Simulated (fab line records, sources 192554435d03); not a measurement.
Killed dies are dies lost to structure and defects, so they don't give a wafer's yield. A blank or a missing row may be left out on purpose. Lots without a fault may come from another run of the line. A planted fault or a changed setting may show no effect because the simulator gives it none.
Chamber matching | flow n5_finfet | N5_MIM_TOP_ETCH_PECVD_03 on pecvd-02: 3 sister chambers
The step deposits SiNx from SiH4/NH3/N2, target thk 20 nm, time 17.6 s. 14 wafers are shown with their chamber, then 7 later ones without.

WAFERS WITH THEIR CHAMBER
wafer  | chamber | showerhead_plenum_p_Torr (Torr) | throttle_valve_pct (%) | rf_fwd_power_W (W)
L257.2 | 1       | 5.12                            | 38.5                   | 298.6
L257.4 | 1       | 5.12                            | 39.1                   | 300.2
L257.5 | 2       | 5.09                            | 39.3                   | 295.4
L259.1 | 2       | 5.08                            | 39.6                   | 295.0
L259.4 | 0       | 5.15                            | 41.0                   | 296.5
L259.6 | 2       | 5.07                            | 39.2                   | 295.4
L266.4 | 1       | 5.14                            | 38.8                   | 299.4
L266.5 | 2       | 5.09                            | 39.7                   | 294.8
L266.6 | 0       | 5.16                            | 40.5                   | 298.2
L267.1 | 0       | 5.15                            | 40.6                   | 297.3
L267.2 | 2       | 5.09                            | 39.8                   | 294.7
L267.6 | 2       | 5.09                            | 39.7                   | 295.2
L277.4 | 2       | 5.09                            | 40.0                   | 295.9
L277.5 | 0       | 5.16                            | 40.9                   | 297.6

SIGNATURES (means of the wafers above)
reading                  | chamber 0 | chamber 1 | chamber 2 | scatter within a chamber
showerhead_plenum_p_Torr | 5.1550    | 5.1267    | 5.0857    | 0.00819
throttle_valve_pct       | 40.750    | 38.800    | 39.614    | 0.273
rf_fwd_power_W           | 297.400   | 299.400   | 295.200   | 0.588
Rule: a wafer's distance from a chamber is the root of the sum, over the readings, of the square of ((its reading less the chamber's mean) divided by the reading's scatter). The wafer belongs to the nearest chamber; if the next one is less than 2 further off, it can't be placed. The scatter: the root of (the sum of the squares of (reading less its chamber's mean) over the shown wafers, divided by (wafers less chambers)).

WAFERS WITHOUT THEIR CHAMBER
wafer  | showerhead_plenum_p_Torr (Torr) | throttle_valve_pct (%) | rf_fwd_power_W (W)
L277.6 | 5.13                            | 38.7                   | 297.8
L273.1 | 5.06                            | 39.9                   | 295.2
L273.2 | 5.16                            | 40.8                   | 298.4
L273.3 | 5.13                            | 38.9                   | 299.1
L278.3 | 5.17                            | 40.8                   | 297.7
L278.4 | 5.12                            | 38.7                   | 297.4
L278.6 | 5.09                            | 40.0                   | 295.3

WHICH CHAMBER EACH WENT THROUGH
wafer  | from the rows above | in truth
L277.6 | 1                   | 1
L273.1 | 2                   | 2
L273.2 | 0                   | 0
L273.3 | 1                   | 1
L278.3 | 0                   | 0
L278.4 | 1                   | 1
L278.6 | 2                   | 2
Placed correctly: 7 of 7. Can't be placed from these rows: 0. Placed wrongly: 0.
